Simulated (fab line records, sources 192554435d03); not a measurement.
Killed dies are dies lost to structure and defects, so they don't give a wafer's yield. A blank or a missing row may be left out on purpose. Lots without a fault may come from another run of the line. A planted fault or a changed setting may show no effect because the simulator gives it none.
Split-lot experiment | flow n5_finfet | 7 lots, 21 wafers read, on a route of 1938 steps

THE SPLIT
At N5_BEOL_M13_COAT_65 (time 60 s, resist thk 350 nm), the setting spin_rpm was moved away from the recipe's 1500 rpm on 8 of the 21 wafers read, by -8.1% to +6.3%. The other wafers ran this setting at the recipe's value.

The reading is taken at the split's own step.

THE READING
SOC_of_BEOL_M13_COAT_65.thk_nm (the simulator's own value, which no gauge read), in nm, at N5_BEOL_M13_COAT_65 (time 60 s, resist thk 350 nm). The file gives no usual value for it. The 13 wafers here that ran the recipe average 350.3 nm, standard deviation 1.3 nm.

wafer  | tool, chamber at the split | spin_rpm as run, rpm | against the recipe | SOC_of_BEOL_M13_COAT_65.thk_nm, nm | against lot-mates on the recipe
L074.3 | litho_track-01, 0          | 1500                 | recipe             | 350                                | -
L074.5 | litho_track-01, 0          | 1500                 | recipe             | 349.4                              | -
L074.6 | litho_track-01, 0          | 1500                 | recipe             | 349.4                              | -
L076.1 | litho_track-03, 0          | 1500                 | recipe             | 350.6                              | -
L076.3 | litho_track-03, 0          | 1547                 | +3.1%              | 345.4                              | -5.8
L076.5 | litho_track-03, 0          | 1500                 | recipe             | 351.8                              | -
L080.1 | litho_track-01, 0          | 1399                 | -6.7%              | 362.8                              | +11.4
L080.3 | litho_track-01, 0          | 1500                 | recipe             | 351.8                              | -
L080.4 | litho_track-01, 0          | 1500                 | recipe             | 351                                | -
L083.1 | litho_track-03, 0          | 1566                 | +4.4%              | 341.6                              | -7.5
L083.4 | litho_track-03, 0          | 1500                 | recipe             | 349.4                              | -
L083.5 | litho_track-03, 0          | 1500                 | recipe             | 348.8                              | -
L087.1 | litho_track-03, 0          | 1594                 | +6.3%              | 341.4                              | -10.5
L087.5 | litho_track-03, 0          | 1500                 | recipe             | 352.6                              | -
L087.6 | litho_track-03, 0          | 1500                 | recipe             | 351.2                              | -
L090.1 | litho_track-01, 0          | 1379                 | -8.1%              | 363.2                              | +15.4
L090.5 | litho_track-01, 0          | 1379                 | -8.1%              | 362.2                              | +14.4
L090.6 | litho_track-01, 0          | 1500                 | recipe             | 347.8                              | -
L093.2 | litho_track-03, 0          | 1500                 | recipe             | 350.4                              | -
L093.4 | litho_track-03, 0          | 1384                 | -7.7%              | 364.8                              | +14.4
L093.6 | litho_track-03, 0          | 1384                 | -7.7%              | 364.4                              | +14.0

THE FIT
A straight line over all 21 wafers: SOC_of_BEOL_M13_COAT_65.thk_nm changes by -1.68 nm for each +1% of spin_rpm; r = -0.98; the points scatter about the line by 1.3 nm.
The same after taking each lot's own level away (the mean of its wafers on the recipe; 21 wafers): -1.79 nm for each +1%; r = -1.00; scatter 0.49 nm.
On that fit, the largest move of spin_rpm shifts the reading by 14 nm.
The lots' own levels span 347.80 to 351.90 nm, that is 3.1 times the standard deviation above.
So the lot-to-lot level changes the slope little: the two slopes agree.
Check: with one of the wafers moved furthest among these (-8.1%) left out of the fit, the line predicts +14.3 nm for it against its lot-mates. It came out at +15.4 nm against them.

OTHER SPLITS ON THESE WAFERS
These wafers also went through other splits before the reading. Each is held against what the fit with the lots' levels taken away leaves over:
other split on the same wafers | wafers away from the commonest value | r with SOC_of_BEOL_M13_COAT_65.thk_nm (lot level and that fit taken away)
N5_BEOL_M9_STRIP_19 power_w    | 9                                    | +0.02
N5_BEOL_M11_PECVD_70 time_s    | 7                                    | +0.15
N5_BEOL_M11_EXPOSE_08 dose_mj  | 6                                    | +0.24
N5_BEOL_M11_EXPOSE_25 dose_mj  | 5                                    | +0.01
N5_BEOL_M11_ETCH_66 time_s     | 8                                    | -0.10

THE FILE'S OWN FIT
SOC_of_BEOL_M13_COAT_65.thk_nm changes by -1.78 nm for each +1% of spin_rpm, r = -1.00.
